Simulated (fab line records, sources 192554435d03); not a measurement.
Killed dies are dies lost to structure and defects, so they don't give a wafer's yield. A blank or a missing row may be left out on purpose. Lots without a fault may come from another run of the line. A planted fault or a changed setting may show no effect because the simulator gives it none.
Chamber matching | flow n5_finfet | N5_PMOS_HMC_CHANNEL_EPI_FIN_RECESS_16 on rie_si-02: 4 sister chambers
The step chemistry HBr/Cl2, target Si, target depth 54 nm, time 18 s. 16 wafers are shown with their chamber, then 8 later ones without.

WAFERS WITH THEIR CHAMBER
wafer  | chamber | drypump_motor_current_A (A) | oes_product_au (a.u.)
L075.3 | 0       | 5.6                         | 0.998
L075.4 | 3       | 6.2                         | 1.032
L075.6 | 2       | 5.7                         | 0.974
L078.1 | 2       | 5.7                         | 0.984
L078.3 | 1       | 6.6                         | 0.992
L078.5 | 1       | 6.7                         | 0.983
L079.2 | 3       | 6.2                         | 1.021
L079.3 | 1       | 6.7                         | 0.996
L079.6 | 3       | 6.2                         | 1.021
L083.1 | 3       | 6.2                         | 1.010
L083.2 | 2       | 5.7                         | 0.972
L083.3 | 1       | 6.7                         | 0.976
L087.1 | 2       | 5.7                         | 0.968
L087.2 | 3       | 6.2                         | 1.013
L087.5 | 1       | 6.6                         | 0.991
L089.2 | 2       | 5.7                         | 0.977

SIGNATURES (means of the wafers above)
reading                 | chamber 0 | chamber 1 | chamber 2 | chamber 3 | scatter within a chamber
drypump_motor_current_A | 5.600     | 6.660     | 5.700     | 6.200     | 0.0316
oes_product_au          | 0.99800   | 0.98760   | 0.97500   | 1.01940   | 0.00761
Rule: a wafer's distance from a chamber is the root of the sum, over the readings, of the square of ((its reading less the chamber's mean) divided by the reading's scatter). The wafer belongs to the nearest chamber; if the next one is less than 2 further off, it can't be placed. The scatter: the root of (the sum of the squares of (reading less its chamber's mean) over the shown wafers, divided by (wafers less chambers)).

WAFERS WITHOUT THEIR CHAMBER
wafer  | drypump_motor_current_A (A) | oes_product_au (a.u.)
L089.3 | 6.7                         | 0.988
L089.5 | 6.2                         | 1.011
L091.2 | 5.7                         | 0.970
L091.5 | 5.7                         | 0.978
L091.6 | 6.2                         | 1.015
L093.3 | 6.6                         | 0.988
L093.4 | 6.7                         | 0.989
L093.6 | 5.6                         | 1.006

WHICH CHAMBER EACH WENT THROUGH
wafer  | from the rows above | in truth
L089.3 | 1                   | 1
L089.5 | 3                   | 3
L091.2 | 2                   | 2
L091.5 | 2                   | 2
L091.6 | 3                   | 3
L093.3 | 1                   | 1
L093.4 | 1                   | 1
L093.6 | 0                   | 0
Placed correctly: 8 of 8. Can't be placed from these rows: 0. Placed wrongly: 0.
